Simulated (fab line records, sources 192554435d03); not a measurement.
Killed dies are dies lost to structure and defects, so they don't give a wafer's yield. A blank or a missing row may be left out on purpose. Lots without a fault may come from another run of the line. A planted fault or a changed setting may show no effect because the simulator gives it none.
fab line records | flow n5_finfet
record lots=5 wafers=15 last_day=18
route steps=1938 shown BEOL_M8@1393 BEOL_M9@1401
lots that met no fault: from a run of the same line without faults
start_h: hours from the record's first day to the start of the lot's first wafer shown | wait_h: hours since the lot's step before | " the same as in the row above | L1.1+2: a row that stands for several wafers | - no value, or no start given | * or withheld: withheld | < > ~ a bound
route shown NAME@n: a module of which the file shows steps, and the number in the route of the first | usual: mean/standard deviation of fault-free wafers | same: alike in all rows | chamber/n: place in a boat | sites: the reading at each site | _std_site: their standard deviation | _edge_site: outer sites' mean less inner sites' | radius_mm: how far each site lies from the wafer's centre | mask NAME#n: copy n | behind: the tool/chamber that last shaped the wafer | hold: why the lot was held/for how many hours/how that ended | device: the transistor (n, p or np) that didn't switch | end of line: the same wafers' tests at the end of the route | a step without rows: its recipe alone | killed: dies lost to structure and defects at the first sort, not the wafer's yield | map: a wafer's dies, x killed, . not, _ none there
set.NAME: the setting as run; set.NAME@STEP: as run at that earlier step | model.NAME: the simulator's own value behind a step, which no gauge read
lots at some steps of the route; a table a step, a row a wafer
services: from which hour (start_h, from the record's first day; less than 0 if before it) a tool's chamber was out of use, for how many hours, and why
## steps
# step N5_BEOL_M8_ECD_50
# recipe material=Cu target_thk_a=3000
# columns lot.wafer tool chamber start_h wait_h
L075.1+3+4 ecd_cu-02 0,1,0 235.69 0.2
L079.2+5+6 ecd_cu-01 0,1,0 246.55 0.1
L084.2+3+5 ecd_cu-02 1,0,1 287.25 0.1
L096.2+4+6 ecd_cu-01 0,1,0 351.40 0.1
L095.3+5+6 ecd_cu-02 1,0,1 354.17 0.1
# step N5_BEOL_M8_ANNEAL_51
# recipe temp_c=225 time_s=90 ambient=N2
# usual wafer_temp_C_max=226.3/0.57
# columns lot.wafer tool chamber start_h wait_h wafer_temp_C_max
L075.1 rtp_anneal-02 0 236.36 0.6 227.2
L075.3 " 0 " " 227.0
L075.4 " 0 " " 226.0
L079.2 rtp_anneal-02 0 246.68 0.1 227.3
L079.5 " 0 " " 227.6
L079.6 " 0 " " 226.9
L084.2 rtp_anneal-01 0 287.39 0.1 225.7
L084.3 " 0 " " 225.8
L084.5 " 0 " " 225.9
L096.2 rtp_anneal-02 0 351.67 0.2 226.3
L096.4 " 0 " " 226.7
L096.6 " 0 " " 226.4
L095.3 rtp_anneal-02 0 354.34 0.1 226.7
L095.5 " 0 " " 227.1
L095.6 " 0 " " 226.7
# step N5_BEOL_M8_CMP_52
# recipe stop_on=SiCOH_lowk t_overpolish_s=6.9 down_force_psi=1 platen_rpm=50 clearing_platen_down_force_psi=1.5 clearing_platen_rpm=50 post_cmp_clean=cu_alkaline target_thk_nm=80 clearing_platen_pad_velocity_m_s=0.99484 pad_velocity_m_s=0.99484
# usual barrier_field_endpoint_s=28.9/0.93 motor_current_A=5.8/0.58 overpolish_run_s=6.900/0.0087 time_to_endpoint_s=62/4.3
# columns lot.wafer tool chamber start_h wait_h barrier_field_endpoint_s motor_current_A overpolish_run_s time_to_endpoint_s
L075.3 cmp-02 2 236.70 0.2 29.6 4.7 6.916 67
L075.1 " 3 " " 28.0 6.1 6.885 61
L075.4 " 0 " " 28.9 5.8 6.896 62
L079.2 cmp-04 0 247.01 0.3 28.5 6.5 6.908 64
L079.6 " 2 " " 28.8 5.7 6.903 65
L079.5 " 3 " " 28.9 6.1 6.904 62
L084.2 cmp-03 1 287.69 0.3 29.3 6.9 6.917 60
L084.3 " 2 " " 28.6 6.2 6.887 60
L084.5 " 0 " " 27.2 5.8 6.896 52
L096.4 cmp-03 2 351.96 0.2 28.1 6.1 6.902 60
L096.2 " 0 " " 28.5 5.5 6.893 56
L096.6 " 1 " " 29.7 7.1 6.896 63
L095.3 cmp-03 3 354.55 0.2 29.1 5.6 6.906 67
L095.6 " 3 " " 30.5 5.5 6.881 66
L095.5 " 0 " " 28.1 5.6 6.893 58
# step N5_BEOL_M8_THK_MEAS_53
# recipe thk_meas_gauge=xrf reads=Cu_of_BEOL_M8_ECD_50
# usual M8_THK=79.5/2.5
# columns lot.wafer tool chamber start_h wait_h M8_THK[nm]
L075.1 film_metro-01 - 236.95 - 76.4
L075.3 " - " " 80.9
L075.4 " - " " 78.4
L079.2 film_metro-02 - 247.23 - 81.3
L079.5 " - " " 79.2
L079.6 " - " " 77.1
L084.2 film_metro-02 - 287.95 - 80.2
L084.3 " - " " 78.2
L084.5 " - " " 78.0
L096.2 film_metro-02 - 352.21 - 76.4
L096.4 " - " " 77.5
L096.6 " - " " 79.1
L095.3 film_metro-01 - 354.84 - 79.2
L095.5 " - " " 77.8
L095.6 " - " " 78.1
# step N5_BEOL_M8_PRE_CLEAN_55
# recipe gas=NH3 time_s=15 temp_c=withheld rf_power_w=300
# columns lot.wafer tool chamber start_h wait_h
L075.1+3+4 pecvd-02 0,2,0 236.99 0.0
L079.2+5+6 pecvd-03 0,1,0 247.27 0.0
L084.2+3+5 pecvd-01 0,2,0 287.99 0.0
L096.2+4+6 pecvd-01 2,0,1 352.25 0.0
L095.3+5+6 pecvd-03 0,1,0 354.88 0.0
# step N5_BEOL_M8_DEP_56
# recipe material=SiCN target_thk_a=100 temp_c=withheld precursor=3MS/NH3 pressure_torr=3 rf_w=202 time_s=17.5
# usual showerhead_plenum_p_Torr=3.666/0.018 showerhead_vpp_V=864/30 throttle_valve_pct=9.0/0.42
# columns lot.wafer tool chamber start_h wait_h showerhead_plenum_p_Torr showerhead_vpp_V throttle_valve_pct
L075.1 pecvd-02 0 237.03 0.0 3.681 839 8.8
L075.3 " 2 " " 3.694 840 8.9
L075.4 " 0 " " 3.676 864 8.9
L079.2 pecvd-03 0 247.29 0.0 3.659 892 8.6
L079.5 " 1 " " 3.638 818 8.6
L079.6 " 0 " " 3.664 893 8.6
L084.2 pecvd-01 0 288.01 0.0 3.663 873 9.5
L084.3 " 2 " " 3.636 855 8.9
L084.5 " 0 " " 3.652 867 9.0
L096.2 pecvd-01 2 352.28 0.0 3.645 855 8.8
L096.4 " 0 " " 3.653 880 9.0
L096.6 " 1 " " 3.672 886 9.6
L095.3 pecvd-03 0 354.90 0.0 3.665 867 8.7
L095.5 " 1 " " 3.656 810 8.5
L095.6 " 0 " " 3.662 880 8.6
# step N5_BEOL_M8_RS_MEAS_57
# recipe thk_meas_gauge=four-point-probe reads=Cu_of_BEOL_M8_ECD_50+Co_of_BEOL_M8_CVD_78+TaN_of_BEOL_M8_ALD_77
# usual M8_RS=0.291/0.01
# columns lot.wafer tool chamber start_h wait_h M8_RS[ohm/sq]
L075.1 film_metro-02 - 237.12 0.1 0.307
L075.3 " - " " 0.288
L075.4 " - " " 0.298
L079.2 film_metro-02 - 247.36 0.1 0.281
L079.5 " - " " 0.292
L079.6 " - " " 0.301
L084.2 film_metro-01 - 288.08 0.1 0.285
L084.3 " - " " 0.294
L084.5 " - " " 0.293
L096.2 film_metro-01 - 352.35 0.1 0.305
L096.4 " - " " 0.302
L096.6 " - " " 0.295
L095.3 film_metro-02 - 354.97 0.1 0.289
L095.5 " - " " 0.295
L095.6 " - " " 0.294
# step N5_BEOL_M8_INSPECT_58
# recipe inspect_instrument=darkfield mode=post_dep
# usual raw_defect_count=68/21
# columns lot.wafer tool chamber start_h wait_h raw_defect_count
L075.1 defect_inspect-01 - 237.14 0.0 66
L075.3 " - " " 50
L075.4 " - " " 97
L079.2 defect_inspect-01 - 247.39 0.0 85
L079.5 " - " " 107
L079.6 " - " " 67
L084.2 defect_inspect-02 - 288.11 0.0 101
L084.3 " - " " 63
L084.5 " - " " 64
L096.2 defect_inspect-02 - 352.37 0.0 57
L096.4 " - " " 40
L096.6 " - " " 48
L095.3 defect_inspect-01 - 355.01 0.0 81
L095.5 " - " " 63
L095.6 " - " " 55
# step N5_BEOL_M9_ILD_DEP_00
# recipe material=SiCOH_lowk target_thk_a=3085.1 temp_c=300 precursor=DEMS/porogen pressure_torr=5 rf_w=500 time_s=58
# usual heater_power_w=323/61 showerhead_plenum_p_Torr=5.746/0.013 showerhead_vpp_V=1352/47 throttle_valve_pct=13.9/0.79
# columns lot.wafer tool chamber start_h wait_h heater_power_w showerhead_plenum_p_Torr showerhead_vpp_V throttle_valve_pct
L075.1 pecvd-03 2 237.18 0.0 396 5.755 1423 13.0
L075.3 " 1 " " 379 5.728 1292 13.2
L075.4 " 1 " " 395 5.733 1284 13.2
L079.2 pecvd-03 1 247.42 0.0 393 5.740 1301 13.1
L079.5 " 1 " " 410 5.717 1290 13.3
L079.6 " 0 " " 256 5.730 1413 13.5
L084.2 pecvd-02 0 288.14 0.0 272 5.751 1331 13.7
L084.3 " 1 " " 409 5.742 1269 13.8
L084.5 " 2 " " 278 5.758 1346 14.1
L096.2 pecvd-03 1 352.41 0.0 358 5.728 1306 13.2
L096.4 " 1 " " 368 5.734 1308 13.2
L096.6 " 2 " " 463 5.755 1432 13.3
L095.3 pecvd-04 0 355.04 0.0 333 5.728 1399 14.7
L095.5 " 1 " " 264 5.755 1337 15.0
L095.6 " 0 " " 341 5.737 1412 15.2
# step N5_BEOL_M9_CURE_71
# recipe temp_c=385 time_s=240 ambient=He/Ar material=SiCOH_lowk
# usual lamp_power_pct=52.31/0.057 wafer_temp_C_max=386.9/0.58
# columns lot.wafer tool chamber start_h wait_h lamp_power_pct wafer_temp_C_max
L075.1 uv_cure-03 0 237.26 0.0 52.25 386.4
L075.3 " 0 " " 52.28 386.9
L075.4 " 0 " " 52.32 386.3
L079.2 uv_cure-02 1 247.58 0.1 52.37 387.4
L079.5 " 1 " " 52.30 387.3
L079.6 " 1 " " 52.29 387.9
L084.2 uv_cure-03 2 288.30 0.1 52.29 387.3
L084.3 " 2 " " 52.32 387.2
L084.5 " 2 " " 52.35 387.1
L096.2 uv_cure-02 0 352.57 0.1 52.30 387.7
L096.4 " 0 " " 52.35 387.7
L096.6 " 0 " " 52.26 387.3
L095.3 uv_cure-03 1 355.28 0.2 52.22 387.1
L095.5 " 1 " " 52.24 387.6
L095.6 " 1 " " 52.36 387.2
# step N5_BEOL_M9_THK_MEAS_01
# recipe reads=SiCOH_lowk_of_BEOL_M9_ILD_DEP_00
# usual M9_ILD_THK=270/3.8
# columns lot.wafer tool chamber start_h wait_h M9_ILD_THK[nm]
L075.1 film_metro-01 - 237.77 0.4 267
L075.3 " - " " 269
L075.4 " - " " 271
L079.2 film_metro-02 - 248.02 0.4 269
L079.5 " - " " 271
L079.6 " - " " 275
L084.2 film_metro-01 - 288.74 0.4 269
L084.3 " - " " 269
L084.5 " - " " 268
L096.2 film_metro-01 - 353.00 0.4 273
L096.4 " - " " 275
L096.6 " - " " 272
L095.3 film_metro-02 - 355.64 0.3 262
L095.5 " - " " 270
L095.6 " - " " 266
# step N5_BEOL_M9_PECVD_70
# recipe material=SiO2 target_thk_a=200 temp_c=400 precursor=TEOS/O2 pressure_torr=5.5 rf_w=450 teos_flow_sccm=53.8 gas=O2 flow_sccm=3000 time_s=22.7
# usual heater_power_w=768/100 showerhead_plenum_p_Torr=8.82/0.053 showerhead_vpp_V=1280/46 throttle_valve_pct=22.1/0.96
# columns lot.wafer tool chamber start_h wait_h heater_power_w showerhead_plenum_p_Torr showerhead_vpp_V throttle_valve_pct
L075.1 pecvd-03 0 237.81 0.0 707 8.75 1329 21.9
L075.3 " 2 " " 1001 8.88 1368 21.3
L075.4 " 2 " " 993 8.86 1365 21.1
L079.2 pecvd-03 0 248.05 0.0 717 8.77 1322 21.9
L079.5 " 0 " " 699 8.77 1338 21.6
L079.6 " 2 " " 905 8.87 1344 21.4
L084.2 pecvd-03 1 288.77 0.0 797 8.78 1204 21.2
L084.3 " 0 " " 618 8.77 1342 21.9
L084.5 " 0 " " 647 8.74 1300 21.7
L096.2 pecvd-03 2 353.04 0.0 979 8.86 1363 21.6
L096.4 " 1 " " 868 8.76 1240 21.4
L096.6 " 2 " " 951 8.87 1333 21.7
L095.3 pecvd-02 1 355.67 0.0 866 8.85 1247 22.4
L095.5 " 0 " " 757 8.82 1267 21.7
L095.6 " 1 " " 885 8.83 1219 22.5
# step N5_BEOL_M9_HM_DEP_02
# recipe material=TiN target_thk_a=200 temp_c=25 chamber_pressure_pa=0.49996
# usual throttle_valve_pct=30.3/0.73
# columns lot.wafer tool chamber start_h wait_h throttle_valve_pct
L075.1 pvd_sputter-01 - 238.26 0.4 30.2
L075.3 " - " " 30.7
L075.4 " - " " 30.9
L079.2 pvd_sputter-01 - 250.69 2.6 29.2
L079.5 " - " " 31.0
L079.6 " - " " 31.2
L084.2 pvd_sputter-02 - 289.33 0.5 30.4
L084.3 " - " " 30.0
L084.5 " - " " 30.5
L096.2 pvd_sputter-02 - 354.18 1.1 30.1
L096.4 " - " " 31.8
L096.6 " - " " 30.4
L095.3 pvd_sputter-01 - 359.26 3.6 29.1
L095.5 " - " " 31.0
L095.6 " - " " 31.0
# step N5_BEOL_M9_COAT_59
# recipe resist=SOC temp_c=250 time_s=60 spin_rpm=1500 resist_thk_nm=100
# usual chill_plate_temp_C=23.00/0.11
# columns lot.wafer tool chamber start_h wait_h chill_plate_temp_C
L075.1 litho_track-02 0 238.40 0.1 23.07
L075.3 " 0 " " 22.76
L075.4 " 0 " " 23.02
L079.2 litho_track-05 0 250.83 0.1 22.88
L079.5 " 0 " " 23.07
L079.6 " 0 " " 23.11
L084.2 litho_track-02 0 289.46 0.1 22.98
L084.3 " 0 " " 22.93
L084.5 " 0 " " 22.97
L096.2 litho_track-05 0 354.31 0.1 23.14
L096.4 " 0 " " 23.08
L096.6 " 0 " " 23.12
L095.3 litho_track-02 0 359.39 0.1 23.16
L095.5 " 0 " " 23.17
L095.6 " 0 " " 23.01
# step N5_BEOL_M9_COAT_60
# recipe resist=SiARC temp_c=220 time_s=60 spin_rpm=1500 resist_thk_nm=30
# usual chill_plate_temp_C=23.05/0.11
# columns lot.wafer tool chamber start_h wait_h chill_plate_temp_C
L075.1 litho_track-02 0 - - 23.08
L075.3 " 0 " " 23.03
L075.4 " 0 " " 22.88
L079.2 litho_track-05 0 - - 23.01
L079.5 " 0 " " 23.12
L079.6 " 0 " " 23.31
L084.2 litho_track-02 0 - - 22.92
L084.3 " 0 " " 23.06
L084.5 " 0 " " 23.03
L096.2 litho_track-05 0 - - 23.04
L096.4 " 0 " " 23.17
L096.6 " 0 " " 22.96
L095.3 litho_track-02 0 - - 22.92
L095.5 " 0 " " 22.99
L095.6 " 0 " " 23.06
# step N5_BEOL_M9_COAT_05
# recipe resist=CAR-ArF spin_rpm=1500 resist_thk_nm=90
# usual chill_plate_temp_C=23.00/0.11
# columns lot.wafer tool chamber start_h wait_h chill_plate_temp_C
L075.1 litho_track-02 0 - - 23.01
L075.3 " 0 " " 23.07
L075.4 " 0 " " 23.04
L079.2 litho_track-05 0 - - 23.16
L079.5 " 0 " " 23.20
L079.6 " 0 " " 23.00
L084.2 litho_track-02 0 - - 22.97
L084.3 " 0 " " 22.82
L084.5 " 0 " " 22.84
L096.2 litho_track-05 0 - - 22.90
L096.4 " 0 " " 22.88
L096.6 " 0 " " 22.87
L095.3 litho_track-02 0 - - 23.00
L095.5 " 0 " " 23.24
L095.6 " 0 " " 23.17
# step N5_BEOL_M9_EBR_07
# recipe solvent=PGMEA ebr_width_mm=1.5
# usual chill_plate_temp_C=23.01/0.095
# columns lot.wafer tool chamber start_h wait_h chill_plate_temp_C
L075.1 litho_track-02 0 - - 22.95
L075.3 " 0 " " 22.97
L075.4 " 0 " " 22.84
L079.2 litho_track-05 0 - - 22.96
L079.5 " 0 " " 23.02
L079.6 " 0 " " 23.06
L084.2 litho_track-02 0 - - 23.20
L084.3 " 0 " " 23.00
L084.5 " 0 " " 22.94
L096.2 litho_track-05 0 - - 23.04
L096.4 " 0 " " 23.00
L096.6 " 0 " " 23.07
L095.3 litho_track-02 0 - - 22.96
L095.5 " 0 " " 22.97
L095.6 " 0 " " 22.97
# step N5_BEOL_M9_SOFTBAKE_06
# recipe temp_c=110 time_s=60 resist=CAR-ArF
# usual chill_plate_temp_C=23.01/0.11
# columns lot.wafer tool chamber start_h wait_h chill_plate_temp_C
L075.1 litho_track-02 0 - - 22.95
L075.3 " 0 " " 23.05
L075.4 " 0 " " 22.98
L079.2 litho_track-05 0 - - 23.06
L079.5 " 0 " " 23.12
L079.6 " 0 " " 23.18
L084.2 litho_track-02 0 - - 22.96
L084.3 " 0 " " 22.76
L084.5 " 0 " " 23.04
L096.2 litho_track-05 0 - - 23.15
L096.4 " 0 " " 23.07
L096.6 " 0 " " 23.09
L095.3 litho_track-02 0 - - 23.13
L095.5 " 0 " " 23.04
L095.6 " 0 " " 23.00
# step N5_BEOL_M9_EXPOSE_08
# recipe mask_id=M9 na=1.35 source_shape=dipole sigma_inner=0.411 sigma_outer=0.611 polarization=te dose_mj=53.75
# usual reticle_temp_C=23.00/0.11
# same dipole_opening_deg=40
# columns lot.wafer tool chamber start_h wait_h mask reticle_temp_C
L075.1 arfi_scanner-03 0 238.64 - M9#0 23.02
L075.3 " 0 " " M9#0 23.11
L075.4 " 0 " " M9#0 23.08
L079.2 arfi_scanner-01 0 251.07 - M9#0 23.03
L079.5 " 0 " " M9#0 22.88
L079.6 " 0 " " M9#0 23.00
L084.2 arfi_scanner-03 0 289.59 - M9#0 23.12
L084.3 " 0 " " M9#0 23.08
L084.5 " 0 " " M9#0 22.90
L096.2 arfi_scanner-03 0 354.43 - M9#0 23.05
L096.4 " 0 " " M9#0 23.07
L096.6 " 0 " " M9#0 23.03
L095.3 arfi_scanner-02 0 359.64 - M9#0 23.03
L095.5 " 0 " " M9#0 22.91
L095.6 " 0 " " M9#0 22.95
# step N5_BEOL_M9_PEB_09
# recipe peb_temp_c=withheld peb_time_s=60 resist=CAR-ArF
# usual chill_plate_temp_C=23.02/0.1
# columns lot.wafer tool chamber start_h wait_h chill_plate_temp_C
L075.1 litho_track-03 0 238.70 0.1 23.03
L075.3 " 0 " " 23.10
L075.4 " 0 " " 23.14
L079.2 litho_track-03 0 251.13 0.0 23.10
L079.5 " 0 " " 23.05
L079.6 " 0 " " 23.03
L084.2 litho_track-03 0 289.64 0.0 23.04
L084.3 " 0 " " 23.15
L084.5 " 0 " " 23.04
L096.2 litho_track-02 0 354.48 0.0 22.93
L096.4 " 0 " " 23.03
L096.6 " 0 " " 22.93
L095.3 litho_track-05 0 359.69 0.0 22.99
L095.5 " 0 " " 23.04
L095.6 " 0 " " 23.01
# step N5_BEOL_M9_DEVELOP_10
# recipe develop_time_s=30 developer=TMAH resist=CAR-ArF rinse_liquid=diw dry=air_spin dev_temp_c=23
# usual chill_plate_temp_C=23.01/0.11
# columns lot.wafer tool chamber start_h wait_h chill_plate_temp_C
L075.1 litho_track-03 0 - - 23.07
L075.3 " 0 " " 23.08
L075.4 " 0 " " 22.97
L079.2 litho_track-03 0 - - 23.07
L079.5 " 0 " " 23.10
L079.6 " 0 " " 23.22
L084.2 litho_track-03 0 - - 23.10
L084.3 " 0 " " 23.11
L084.5 " 0 " " 23.11
L096.2 litho_track-02 0 - - 22.92
L096.4 " 0 " " 22.99
L096.6 " 0 " " 22.96
L095.3 litho_track-05 0 - - 23.09
L095.5 " 0 " " 22.99
L095.6 " 0 " " 23.06
# step N5_BEOL_M9_CD_MEAS_11
# recipe target_cd_nm=64.1 landing_energy_ev=500 detector=se_inlens polarity=opening
# usual cd_nm=63.9/0.61
# columns lot.wafer tool chamber start_h wait_h cd_nm
L075.1 cd_sem-02 0 238.77 - 63.8
L075.3 " 0 " " 64.3
L075.4 " 0 " " 63.9
L079.2 cd_sem-01 0 251.20 - 64.2
L079.5 " 0 " " 63.6
L079.6 " 0 " " 63.1
L084.2 cd_sem-01 0 289.71 - 63.5
L084.3 " 0 " " 64.0
L084.5 " 0 " " 63.6
L096.2 cd_sem-03 0 354.55 - 62.8
L096.4 " 0 " " 63.5
L096.6 " 0 " " 63.8
L095.3 cd_sem-01 0 359.76 - 64.1
L095.5 " 0 " " 64.2
L095.6 " 0 " " 64.6
# step N5_BEOL_M9_OVL_MEAS_12
# recipe points_per_wafer=44
# usual M9_OVL=0.0/0.84
# same points_per_wafer=44
# columns lot.wafer tool chamber start_h wait_h M9_OVL[nm]
L075.1 overlay-02 0 238.80 0.0 -0.5
L075.3 " 0 " " 0.7
L075.4 " 0 " " -0.2
L079.2 overlay-02 0 251.22 0.0 -0.2
L079.5 " 0 " " -0.4
L079.6 " 0 " " 0.3
L084.2 overlay-02 0 289.74 0.0 0.8
L084.3 " 0 " " 0.0
L084.5 " 0 " " -0.7
L096.2 overlay-02 0 354.58 0.0 -0.5
L096.4 " 0 " " 0.2
L096.6 " 0 " " -0.3
L095.3 overlay-02 0 359.82 0.1 -1.1
L095.5 " 0 " " -1.9
L095.6 " 0 " " -0.5
# step N5_BEOL_M9_INSPECT_13
# recipe mode=adi inspect_instrument=brightfield
# usual raw_defect_count=422/100
# columns lot.wafer tool chamber start_h wait_h raw_defect_count
L075.1 defect_inspect-02 - 238.82 0.0 442
L075.3 " - " " 474
L075.4 " - " " 367
L079.2 defect_inspect-02 - 251.25 0.0 384
L079.5 " - " " 399
L079.6 " - " " 437
L084.2 defect_inspect-02 - 289.76 0.0 325
L084.3 " - " " 455
L084.5 " - " " 382
L096.2 defect_inspect-02 - 354.61 0.0 536
L096.4 " - " " 354
L096.6 " - " " 432
L095.3 defect_inspect-01 - 359.84 0.0 578
L095.5 " - " " 539
L095.6 " - " " 617
# step N5_BEOL_M9_DESCUM_16
# recipe chemistry=O2 time_s=7.9 source_power_w=50 bias_power_w=20 pressure_mtorr=20 rf_frequency_hz=2.712e+07 temp_c=40 resist=CAR-ArF o2_flow_sccm=225
# usual drypump_motor_current_A=5.5/0.46 oes_product_au=0.81/0.08 rf_vpp_V=243.2/1.5 showerhead_plenum_p_Torr=2.09/0.079 throttle_valve_pct=20.46/0.22
# columns lot.wafer tool chamber start_h wait_h drypump_motor_current_A oes_product_au rf_hours_counter_h rf_vpp_V showerhead_plenum_p_Torr throttle_valve_pct
L075.1 rie_diel-03 2 238.86 0.0 5.1 0.80 120 242.4 2.09 20.36
L075.3 " 0 " " 5.0 0.91 40 244.7 2.21 20.23
L075.4 " 3 " " 6.2 0.81 64 244.4 2.03 20.48
L079.2 rie_diel-01 2 251.93 0.7 5.4 0.87 50 242.4 2.04 20.28
L079.5 " 1 " " 5.1 0.71 - 242.4 1.98 20.80
L079.6 " 2 " " 5.5 0.87 - 241.6 2.04 20.30
L084.2 rie_diel-01 2 290.05 0.3 5.5 0.86 67 242.2 2.04 20.31
L084.3 " 3 " " 5.6 0.89 42 244.3 2.15 20.15
L084.5 " 1 " " 5.1 0.70 - 241.0 1.97 20.82
L096.2 rie_diel-03 3 354.64 0.0 6.2 0.78 87 242.6 2.02 20.49
L096.4 " 0 " " 5.0 0.87 62 245.5 2.20 20.24
L096.6 " 0 " " 5.0 0.86 - 246.0 2.20 20.24
L095.3 rie_diel-01 2 360.07 0.2 5.4 0.83 89 241.6 2.03 20.35
L095.5 " 2 " " 5.5 0.82 - 242.2 2.03 20.34
L095.6 " 1 " " 5.1 0.69 - 241.6 1.97 20.85
# step N5_BEOL_M9_ETCH_61
# recipe chemistry=CF4 target=SiARC target_depth_a=390 mask_material=CAR-ArF time_s=65 ion_energy_ev=80 pressure_mtorr=40 source_w=545 bias_w=36 Ar_flow_sccm=100 cf4_flow_sccm=100 ends=cleared
# usual drypump_motor_current_A=5.4/0.46 etch_rf_on_time_s=64.9/2.2 oes_product_au=0.69/0.068 rf_vpp_V=184.1/1.2 showerhead_plenum_p_Torr=2.14/0.073 throttle_valve_pct=15.64/0.24
# columns lot.wafer tool chamber start_h wait_h drypump_motor_current_A etch_rf_on_time_s oes_product_au rf_hours_counter_h rf_vpp_V showerhead_plenum_p_Torr throttle_valve_pct
L075.1 rie_diel-03 2 238.89 0.0 5.1 63.8 0.69 120 183.6 2.17 15.73
L075.3 " 0 " " 5.0 64.5 0.77 40 187.1 2.27 15.39
L075.4 " 3 " " 6.2 65.9 0.69 64 183.9 2.10 15.68
L079.2 rie_diel-01 2 251.97 0.0 5.4 67.8 0.74 50 182.3 2.08 15.33
L079.5 " 1 " " 5.1 69.5 0.59 - 184.2 2.05 15.98
L079.6 " 2 " " 5.4 67.9 0.74 - 183.6 2.08 15.33
L084.2 rie_diel-01 2 290.08 0.0 5.4 66.5 0.72 67 184.7 2.07 15.37
L084.3 " 3 " " 5.6 60.7 0.77 42 184.9 2.20 15.32
L084.5 " 1 " " 5.1 68.7 0.59 - 183.5 2.04 16.01
L096.2 rie_diel-03 3 354.67 0.0 6.2 64.4 0.68 87 184.2 2.09 15.73
L096.4 " 0 " " 5.0 64.4 0.75 62 184.8 2.26 15.43
L096.6 " 0 " " 5.0 64.8 0.75 - 185.6 2.26 15.42
L095.3 rie_diel-01 2 360.11 0.0 5.4 67.5 0.70 89 183.8 2.07 15.41
L095.5 " 2 " " 5.5 67.1 0.69 - 184.7 2.07 15.42
L095.6 " 1 " " 5.1 69.4 0.58 - 182.6 2.04 16.06
# step N5_BEOL_M9_ETCH_62
# recipe chemistry=N2/H2 target=SOC target_depth_a=1100 overetch_a=220 mask_material=SiARC temp_c=40 time_s=165 ion_energy_ev=200 pressure_mtorr=30 source_w=840 bias_w=150 n2_flow_sccm=200 h2_flow_sccm=200
# usual drypump_motor_current_A=5.5/0.46 n2_flow_sccm=199.9/0.68 oes_product_au=0.68/0.065 rf_vpp_V=523.9/2.8 showerhead_plenum_p_Torr=2.54/0.092 throttle_valve_pct=17.83/0.3
# columns lot.wafer tool chamber start_h wait_h drypump_motor_current_A n2_flow_sccm oes_product_au rf_hours_counter_h rf_vpp_V showerhead_plenum_p_Torr throttle_valve_pct
L075.1 rie_diel-03 2 238.94 0.0 5.1 199.3 0.68 120 525.3 2.56 17.87
L075.3 " 0 " " 5.0 200.0 0.76 40 530.2 2.66 17.32
L075.4 " 3 " " 6.2 200.0 0.69 64 521.6 2.47 17.84
L079.2 rie_diel-01 2 252.02 0.0 5.5 200.0 0.75 50 522.0 2.46 17.57
L079.5 " 1 " " 5.1 199.8 0.62 - 520.8 2.41 18.18
L079.6 " 2 " " 5.5 200.8 0.75 - 521.7 2.46 17.56
L084.2 rie_diel-01 2 290.13 0.0 5.4 199.6 0.73 67 521.0 2.45 17.61
L084.3 " 3 " " 5.6 201.1 0.73 42 525.4 2.56 17.28
L084.5 " 1 " " 5.1 199.8 0.61 - 519.7 2.40 18.20
L096.2 rie_diel-03 3 354.72 0.0 6.2 200.1 0.67 87 522.4 2.46 17.87
L096.4 " 0 " " 5.0 199.9 0.74 62 527.1 2.65 17.38
L096.6 " 0 " " 5.0 200.3 0.74 - 526.8 2.65 17.37
L095.3 rie_diel-01 2 360.16 0.0 5.5 200.0 0.70 89 522.5 2.44 17.63
L095.5 " 2 " " 5.5 199.6 0.70 - 520.6 2.44 17.62
L095.6 " 1 " " 5.1 199.9 0.59 - 519.8 2.39 18.25
# step N5_BEOL_M9_STRIP_68
# recipe chemistry=N2/H2 temp_c=40 n2_flow_sccm=200 h2_flow_sccm=200 rf_frequency_hz=6e+07
# columns lot.wafer tool chamber start_h wait_h
L075.1+3+4 rie_diel-03 2,0,3 239.08 0.1
L079.2+5+6 rie_diel-01 2,1,2 252.15 0.1
L084.2+3+5 rie_diel-01 2,3,1 290.27 0.1
L096.2+4+6 rie_diel-03 3,0,0 354.86 0.1
L095.3+5+6 rie_diel-01 2,2,1 360.29 0.1
# step N5_BEOL_M9_STRIP_67
# recipe chemistry=CF4 resist=SiARC power_w=300 bias_power_w=75 pressure_mtorr=50 cf4_flow_sccm=150 rf_frequency_hz=6e+07
# usual drypump_motor_current_A=5.4/0.46 oes_product_au=0.81/0.076 rf_vpp_V=271.2/1.6 showerhead_plenum_p_Torr=1.79/0.065 throttle_valve_pct=13.60/0.24
# columns lot.wafer tool chamber start_h wait_h drypump_motor_current_A oes_product_au rf_hours_counter_h rf_vpp_V showerhead_plenum_p_Torr throttle_valve_pct
L075.1 rie_diel-03 2 239.09 0.0 5.1 0.80 120 272.4 1.82 13.70
L075.3 " 0 " " 5.0 0.90 40 272.6 1.90 13.34
L075.4 " 3 " " 6.2 0.81 64 268.6 1.75 13.57
L079.2 rie_diel-01 2 252.16 0.0 5.5 0.88 50 270.8 1.75 13.32
L079.5 " 1 " " 5.1 0.73 - 270.2 1.70 13.88
L079.6 " 2 " " 5.5 0.89 - 270.1 1.75 13.34
L084.2 rie_diel-01 2 290.28 0.0 5.5 0.86 68 270.2 1.74 13.36
L084.3 " 3 " " 5.6 0.87 42 270.3 1.84 13.29
L084.5 " 1 " " 5.1 0.72 - 270.5 1.70 13.92
L096.2 rie_diel-03 3 354.87 0.0 6.2 0.79 87 269.6 1.74 13.63
L096.4 " 0 " " 4.9 0.88 62 272.8 1.90 13.43
L096.6 " 0 " " 5.0 0.86 - 273.4 1.90 13.38
L095.3 rie_diel-01 2 360.30 0.0 5.5 0.83 89 269.4 1.74 13.41
L095.5 " 2 " " 5.5 0.83 - 270.6 1.74 13.41
L095.6 " 1 " " 5.1 0.70 - 268.6 1.69 13.97
## services
# columns tool chamber start_h hours kind
arfi_scanner-03 - 213.61 0.5 repair
arfi_scanner-03 - 214.87 0.9 repair
rie_diel-01 0 223.37 15.1 repair
pecvd-03 0 228.65 2.3 repair
pecvd-02 1 230.84 14.9 repair
rie_diel-01 3 232.64 22.4 repair
pecvd-01 1 233.56 22.8 repair
arfi_scanner-03 - 234.00 1.0 pm
cmp-03 - 240.10 2.5 repair
rie_diel-03 - 244.35 28.1 pm
uv_cure-03 - 273.94 0.3 repair
cmp-03 - 275.77 1.4 repair
cmp-03 - 289.77 4.0 pm
pecvd-02 - 298.47 2.8 pm
cmp-03 - 300.11 0.2 repair
arfi_scanner-03 - 301.19 1.3 pm
rie_diel-03 - 302.43 0.1 repair
rie_diel-01 - 311.69 0.4 repair
uv_cure-03 - 312.76 7.5 pm
rtp_anneal-02 - 323.08 4.7 pm
arfi_scanner-03 - 327.99 0.4 repair
pecvd-03 0 333.35 5.9 repair
pecvd-01 - 353.41 6.0 pm
pecvd-03 - 357.19 1.2 repair
## key
fault none
